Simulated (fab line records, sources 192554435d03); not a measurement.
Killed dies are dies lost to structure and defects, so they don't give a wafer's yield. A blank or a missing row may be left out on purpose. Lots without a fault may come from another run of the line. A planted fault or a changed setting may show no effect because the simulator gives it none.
A struck lot beside a sound one | flow n5_finfet | 13 steps out of a route of 1938
Sound: wafers L903.1, L903.4, L903.6. Struck: wafer L913.1. (L913.5, L913.6 of the same lot were not struck and are left out.) The cause comes at the end.
At each step with rows: each side's tool, then ch and its chambers, then its first start. Under that, the readings that differ: sound wafers | struck wafers | difference of the means | sigmas: that difference in standard deviations of wafers without a fault.
alike: readings whose means differ by less than 2 such deviations, and words and numbers that are the same on both sides. not compared: withheld readings, readings that some wafer has no value for, bounds like >300 that may hide the same value, and numbers for which the record gives no deviation and whose values overlap.
The two part at a step that has a row with sigmas, a row that says differs or no value, or rows on one side only. Numbers that don't overlap but have no deviation are shown without sigmas and don't part them. A reading that every wafer of one side lacks parts them only if that side has two wafers or more.

first, 3 steps without rows for these wafers: N5_SD_EPI_P_PRECLEAN_32 (cleans in dHF, time 10 s); N5_SD_EPI_P_PRECLEAN_33 (cleans in SC2, time 45 s); N5_SD_EPI_P_SRD_25 (time 30 s).
N5_SD_EPI_P_INSPECT_26: inspects for defects (darkfield).
  sound on defect_inspect-01, day 4 05:07; struck on defect_inspect-01, day 6 15:35
  alike: raw_defect_count
N5_SD_ACTIVATION_RTA_00: time 0 s.
  sound on rtp_anneal-01 ch 0, day 4 05:09; struck on rtp_anneal-02 ch 0, day 6 15:37
  alike: lamp_power_pct, lamp_zone_4_pct, wafer_temp_C_max
N5_SD_ACTIVATION_LSA_01: time 0.0008 s.
  sound on laser_anneal-02 ch 0, day 4 05:21; struck on laser_anneal-02 ch 0, day 6 15:49
  alike: wafer_temp_C_max
N5_SD_ACTIVATION_INSPECT_02: inspects for defects (darkfield).
  sound on defect_inspect-01, day 4 05:53; struck on defect_inspect-01, day 6 16:20
  alike: raw_defect_count
N5_ILD0_LINER_00: material SiNx, target thk 4 nm, pulse time 1 s, purge time 2 s.
  sound on ald_sin-03 ch 2,3, day 4 05:55; struck on ald_sin-01 ch 1, day 6 16:47
  reading                      | sound             | struck | difference | sigmas
  chamber_pressure_Torr (Torr) | 2.011 1.998 2.003 | 1.996  | -0.008     | -2
  heater_power_w (W)           | 896 828 867       | 707    | -157       | -3
  precursor_pulse_height_rel   | 0.970 0.997 1.029 | 0.954  | -0.045     | -2
then, 2 steps without rows for these wafers: N5_ILD0_FCVD_FILL_01 (material SiO2 flowable, target thk 200 nm, time 328.3 s); N5_ILD0_CURE_02 (time 1800 s).
N5_ILD0_CMP_03: polishes, stops on SiNx, t overpolish 1.9 s, target thk 197.38 nm.
  sound on cmp-03 ch 0,1,3, day 4 08:21; struck on cmp-03 ch 2, day 6 19:16
  reading                | sound             | struck | difference | sigmas
  platen_rpm (rpm)       | 51.84 51.82 51.78 | 49.69  | -2.12      | -66
  time_to_endpoint_s (s) | 76 73 76          | 64     | -11        | -3
  alike: motor_current_A, overpolish_run_s
N5_ILD0_THK_MEAS_04:
  sound on film_metro-01, day 4 08:34; struck on film_metro-01, day 6 19:27
  alike: thk_nm
-- the record jumps here: 10 days lie between the struck wafers' starts before and after (it left off in module ILD0 and takes up again in module PASSIVATION, whose first step shown is number 1936 of the route) --
N5_PASSIVATION_PROBE_49:
  sound on prober-02, day 13 06:57; struck on prober-02, day 17 04:50
  reading            | sound    | struck | difference | sigmas
  killed_at_contacts | 33 20 17 | 6      | -17        | -3
  alike: killed_at_M0_to_M3, killed_at_M4_up, killed_at_front_end, killed_at_other, killed_dies, killed_open, killed_short

WHERE THEY PART
First at N5_ILD0_LINER_00; last, within this record, at N5_PASSIVATION_PROBE_49.

WHY: what the simulator had put in
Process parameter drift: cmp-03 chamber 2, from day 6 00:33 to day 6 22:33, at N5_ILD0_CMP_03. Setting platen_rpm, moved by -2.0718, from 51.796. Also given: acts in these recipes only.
